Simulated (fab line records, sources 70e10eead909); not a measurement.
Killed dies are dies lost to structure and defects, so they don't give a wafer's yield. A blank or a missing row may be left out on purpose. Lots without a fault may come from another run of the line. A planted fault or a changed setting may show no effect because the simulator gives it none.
Tool commonality check | flow nand_harc | 12 lots, 36 wafers sampled

WHY IT WAS OPENED
At NHARC_P_M0_CD_MEAS_09 the reading cd_nm is flagged on 2 of 12 lots. Wafers without a fault read 90.2 nm, standard deviation 0.71.
Rule: a lot is flagged when every wafer of it that has a number lies more than 4 standard deviations from that mean, or none has a number. The other lots count as sound.

lot  | measured     | on        | cd_nm (nm), wafer by wafer | flag
L483 | day 6 06:36  | cd_sem-01 | 89.2 89.6 89.5             |
L484 | day 6 07:17  | cd_sem-02 | 90.8 89.8 91.6             |
L485 | day 6 13:23  | cd_sem-03 | 90.7 90.1 90.0             |
L486 | day 6 14:47  | cd_sem-03 | 90.2 91.3 91.0             |
L487 | day 6 14:56  | cd_sem-02 | 90.6 90.8 90.4             |
L490 | day 7 15:59  | cd_sem-02 | 90.7 90.4 90.3             |
L489 | day 7 16:28  | cd_sem-02 | 95.4 95.2 96.2             | FLAGGED
L492 | day 8 01:09  | cd_sem-01 | 95.8 96.8 95.0             | FLAGGED
L493 | day 8 04:58  | cd_sem-01 | 91.4 91.0 90.3             |
L497 | day 9 05:25  | cd_sem-02 | 90.7 90.4 90.2             |
L503 | day 10 20:25 | cd_sem-01 | 89.8 89.2 89.2             |
L506 | day 11 13:00 | cd_sem-01 | 90.4 90.5 89.9             |
The numbers of the flagged lots are 95.7 nm on average: +5.5 nm against the usual, or +8 standard deviations.

WHICH TOOL RAN EACH LOT
The record holds 2 process steps before the reading, out of a route of 1159 steps. In each cell: the tool, then ch and the chambers that the sampled wafers went through, then the start.
lot  | flag    | NHARC_P_CONTACT_PVD_32                  | NHARC_P_M0_PEB_07
L483 |         | pvd_sputter-03, day 6 06:31 or earlier  | litho_track-01 ch 0, day 6 06:31
L484 |         | pvd_sputter-01, day 6 07:12 or earlier  | litho_track-04 ch 0, day 6 07:12
L485 |         | pvd_sputter-03, day 6 13:19 or earlier  | litho_track-04 ch 0, day 6 13:19
L486 |         | pvd_sputter-02, day 6 14:42 or earlier  | litho_track-06 ch 0, day 6 14:42
L487 |         | pvd_sputter-02, day 6 14:52 or earlier  | litho_track-06 ch 0, day 6 14:52
L490 |         | pvd_sputter-02, day 7 15:55 or earlier  | litho_track-01 ch 0, day 7 15:55
L489 | FLAGGED | pvd_sputter-01, day 7 16:23 or earlier  | litho_track-04 ch 0, day 7 16:23
L492 | FLAGGED | pvd_sputter-03, day 8 01:04 or earlier  | litho_track-04 ch 0, day 8 01:04
L493 |         | pvd_sputter-03, day 8 04:53 or earlier  | litho_track-06 ch 0, day 8 04:53
L497 |         | pvd_sputter-01, day 9 05:20 or earlier  | litho_track-06 ch 0, day 9 05:20
L503 |         | pvd_sputter-02, day 10 20:20 or earlier | litho_track-04 ch 0, day 10 20:20
L506 |         | pvd_sputter-03, day 11 12:55 or earlier | litho_track-06 ch 0, day 11 12:55
What these steps do:
- NHARC_P_CONTACT_PVD_32: deposits Ti, target thk 5 nm, time 17.7 s.
- NHARC_P_M0_PEB_07: peb time 65 s.
- NHARC_P_M0_CD_MEAS_09: target cd 90 nm.

FLAGGED OVER TOTAL, TOOL BY TOOL (the gauges that took the reading come last)
step                   | tool           | lots run | flagged | share of the flagged lots | sound lots run after its first flagged lot
NHARC_P_CONTACT_PVD_32 | pvd_sputter-01 | 3        | 1       | some                      | 1 (L497)
NHARC_P_CONTACT_PVD_32 | pvd_sputter-02 | 4        | 0       | none                      | -
NHARC_P_CONTACT_PVD_32 | pvd_sputter-03 | 5        | 1       | some                      | 2 (L493,L506)
NHARC_P_M0_PEB_07      | litho_track-01 | 2        | 0       | none                      | -
NHARC_P_M0_PEB_07      | litho_track-04 | 5        | 2       | all                       | 1 (L503)
NHARC_P_M0_PEB_07      | litho_track-06 | 5        | 0       | none                      | -
NHARC_P_M0_CD_MEAS_09  | cd_sem-01      | 5        | 1       | some                      | 3 (L493,L503,L506)
NHARC_P_M0_CD_MEAS_09  | cd_sem-02      | 5        | 1       | some                      | 1 (L497)
NHARC_P_M0_CD_MEAS_09  | cd_sem-03      | 2        | 0       | none                      | -
NHARC_P_CONTACT_PVD_32 gives no start for some lots, so the hours and the order of its lots are those of NHARC_P_M0_PEB_07.

WHAT THE TABLE ALLOWS
1 row of the table ran every flagged lot: litho_track-04 at NHARC_P_M0_PEB_07.
- litho_track-04 at NHARC_P_M0_PEB_07: 2 of its 5 lots flagged. Sound lots ran on it after the first flagged one (L503), which a lasting fault on the whole tool wouldn't allow.
No row of the table ran every flagged lot and no sound lot after the first.

WHAT THE SIMULATOR HAD PUT IN
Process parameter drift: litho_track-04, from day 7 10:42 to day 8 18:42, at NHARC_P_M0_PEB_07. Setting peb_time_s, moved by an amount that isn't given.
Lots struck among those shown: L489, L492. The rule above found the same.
